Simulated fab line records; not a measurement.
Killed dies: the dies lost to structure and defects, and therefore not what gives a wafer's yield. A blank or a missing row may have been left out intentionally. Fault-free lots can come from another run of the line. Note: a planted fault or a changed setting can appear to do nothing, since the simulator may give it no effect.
fab line records | flow nand_harc
record: lots: 6 wafers: 18 last_day: 31
route steps=1302 shown A_STAIRCASE@859
lots with no fault: from the same line, run without faults
start_h: the number of hours between the record's first day and the start of the first shown wafer of the lot | wait_h: hours elapsed since this lot's preceding step | " identical to the entry in the row above | L1.1+2: one row covering several wafers at once | - either no value or no given start | * or withheld: withheld | < > ~ a bound
route shown NAME@n: names a module that has steps shown in the file, with the first one's number in the route | usual: mean/standard deviation of fault-free wafers | same: alike in all rows | chamber/n: place in a boat | sites: per-site readings | _std_site: their standard deviation | _edge_site: outer sites' mean less inner sites' | radius_mm: how far each site lies from the wafer's centre | mask NAME#n: copy n | behind: the last tool/chamber to shape the wafer | hold: what put the lot on hold/how long, in hours/how the hold closed | device: which transistor (n, p or np) failed to switch | end of line: tests run on the same wafers once the route is complete | where a step has no rows: the recipe by itself | killed: dies that structure and defects cost at the first sort, which is not the same as the wafer's yield | map: per-die view of a wafer (x killed, . not killed, _ where there is no die)
set.NAME: the run value of the setting; set.NAME@STEP: its run value at that earlier step | model.NAME: the simulator's own value behind a step, which no gauge read
a table for each step, a row for each wafer; lots at some steps of the route
services: a tool's chamber out of use, with start hour (start_h, from the record's first day; less than 0 if before it), hours out, and reason
== steps ==
step: NHARC_A_STAIRCASE_DEHYDRATE_433
recipe: temp_c: 150 time_s: 120
step: NHARC_A_STAIRCASE_HMDS_434
recipe: time_s: 30
step: NHARC_A_STAIRCASE_COAT_435
recipe: spin_rpm: 1200
step: NHARC_A_STAIRCASE_SOFTBAKE_436
recipe: temp_c: 135 time_s: 170
step: NHARC_A_STAIRCASE_EBR_437
step: NHARC_A_STAIRCASE_EXPOSE_438
recipe: na: 0.5 dose_mj: 28.97 mask_id: STAIR_REV
step: NHARC_A_STAIRCASE_PEB_439
recipe: peb_temp_c: 115 peb_time_s: 130
step: NHARC_A_STAIRCASE_DEVELOP_440
recipe: time_s: 140
step: NHARC_A_STAIRCASE_HARDBAKE_442
recipe: temp_c: 120 time_s: 140
step: NHARC_A_STAIRCASE_DESCUM_443
recipe: time_s: 3 o2_flow_sccm: 200 ar_flow_sccm: 0 bias_power_w: 0 chemistry: O2
usual: drypump_motor_current_A: 5.7/0.38 oes_product_au: 0.996/0.0098 rf_vpp_V: 57.6/0.84 showerhead_plenum_p_Torr: 1.88/0.042 throttle_valve_pct: 11.312/0.0096
columns lot.wafer tool chamber start_h wait_h drypump_motor_current_A oes_product_au rf_hours_counter_h rf_vpp_V showerhead_plenum_p_Torr throttle_valve_pct
L321.4 rie_diel-11 0 459.07 - 5.8 0.987 4 57.4 1.90 11.302
L321.3 " 1 " " 5.8 0.994 5 57.6 1.87 11.305
L321.6 " 0 " " 5.7 0.994 - 57.3 1.90 11.318
L320.4 rie_diel-07 1 459.27 - 6.1 0.988 50 57.2 1.87 11.307
L320.3 " 2 " " 5.4 1.022 45 58.4 2.02 11.298
L320.6 " 2 " " 5.4 1.019 - 59.7 2.02 11.300
L329.4 rie_diel-11 1 554.97 - 5.9 1.000 41 56.8 1.86 11.300
L329.3 " 2 " " 5.3 0.988 45 57.1 1.85 11.315
L329.6 " 2 " " 5.4 1.005 - 56.6 1.85 11.307
L331.1 rie_diel-11 3 583.72 - 5.1 1.006 59 56.7 1.89 11.319
L331.4 " 2 " " 5.3 0.996 55 57.3 1.85 11.323
L331.5 " 3 " " 5.1 1.009 - 57.8 1.89 11.307
L332.1 rie_diel-08 1 594.71 - 5.6 1.006 9 56.9 1.89 11.319
L332.3 " 2 " " 6.2 1.004 8 57.9 1.86 11.328
L332.5 " 2 " " 6.2 1.001 - 56.8 1.86 11.315
L336.1 rie_diel-07 3 620.36 - 5.0 1.012 33 57.5 1.87 11.314
L336.3 " 0 " " 6.3 0.988 46 56.6 1.84 11.310
L336.2 " 1 " " 6.1 1.000 42 57.7 1.86 11.310
step: NHARC_A_STAIRCASE_ETCH_444
recipe: target_depth_a: 2.04e+05 time_s: 6800 c4f8_flow_sccm: 20 o2_flow_sccm: 10 ar_flow_sccm: withheld rf_w: 600 bias_w: 1000 chemistry: C4F8/O2
usual: oes_product_au: 0.926/0.015 rf_fwd_power_W: 600.1/2 rf_vpp_V: 805.1/2.4
columns lot.wafer tool chamber start_h wait_h oes_product_au rf_fwd_power_W rf_hours_counter_h rf_vpp_V
L321.3 rie_diel-11 3 459.28 0.2 0.949 601.7 5 806.0
L321.4 " 0 " " 0.934 598.6 5 806.4
L321.6 " 0 461.60 2.5 0.942 599.1 - 806.3
L320.4 rie_diel-07 0 459.86 0.6 0.924 596.4 50 805.2
L320.3 " 2 " " 0.935 600.8 46 811.2
L320.6 " 0 " " 0.910 599.9 - 803.9
L329.3 rie_diel-11 3 555.51 0.5 0.937 603.2 49 805.3
L329.4 " 1 " " 1.136 598.4 42 803.8
L329.6 " 2 " " 1.139 598.8 - 802.9
L331.4 rie_diel-11 0 584.29 0.5 1.115 600.1 53 805.8
L331.1 " 2 " " 0.907 600.5 56 803.4
L331.5 " 3 " " 0.922 599.7 - 805.8
L332.3 rie_diel-08 1 594.82 0.1 0.958 598.9 10 805.4
L332.1 " 3 " " 0.948 597.2 8 802.3
L332.5 " 2 597.17 2.4 0.934 597.4 - 804.4
L336.1 rie_diel-07 1 620.91 0.5 0.921 597.4 43 804.1
L336.2 " 2 " " 0.932 600.1 44 811.6
L336.3 " 3 " " 0.921 600.9 34 803.5
== services ==
columns tool chamber start_h hours kind
rie_diel-11 0 441.55 - clean
rie_diel-11 1 441.55 - clean
rie_diel-11 1 441.55 - consumable_replace:esc
rie_diel-11 2 441.55 - clean
rie_diel-11 3 441.55 - clean
rie_diel-11 3 441.55 - consumable_replace:focus_ring
rie_diel-08 0 456.02 8.7 repair
rie_diel-11 0 466.05 - clean
rie_diel-11 1 466.05 - clean
rie_diel-11 2 466.05 - clean
rie_diel-11 3 466.05 - clean
rie_diel-07 - 474.08 9.0 pm
rie_diel-11 0 490.65 - clean
rie_diel-11 1 490.65 - clean
rie_diel-11 2 490.65 - clean
rie_diel-11 3 490.65 - clean
rie_diel-08 3 508.36 2.5 repair
rie_diel-11 0 515.16 - clean
rie_diel-11 1 515.16 - clean
rie_diel-08 2 527.73 2.6 repair
rie_diel-07 3 537.09 21.7 repair
rie_diel-08 - 553.42 9.0 pm
rie_diel-07 3 597.56 16.1 repair
rie_diel-11 - 609.66 9.0 pm
== key ==
first_sign: step: NHARC_A_STAIRCASE_ETCH_444 reading: oes_product_au direction: up sigmas: 14 usual: 0.926 struck: 1.130
effect none on later readings
met_at NHARC_A_STAIRCASE_ETCH_444
struck_wafers L329.4,L329.6,L331.4
tester_left_out L329,L331
onset_between 459.28 555.51
fault: kind: process_parameter_drift tool: rie_diel-11 chamber: - onset_h: 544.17 steps: NHARC_A_STAIRCASE_ETCH_444 channel: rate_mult offset: 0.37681 shape: step end_h: 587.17 scope: struck_wafers_only
tester_left_out: of these lots the tester's yield and bins aren't shown, on N5 and GAA mostly nor the transistor test; their killed dies are dies lost to structure and defects alone, not to doping, threshold or leakage, so they don't give the yield
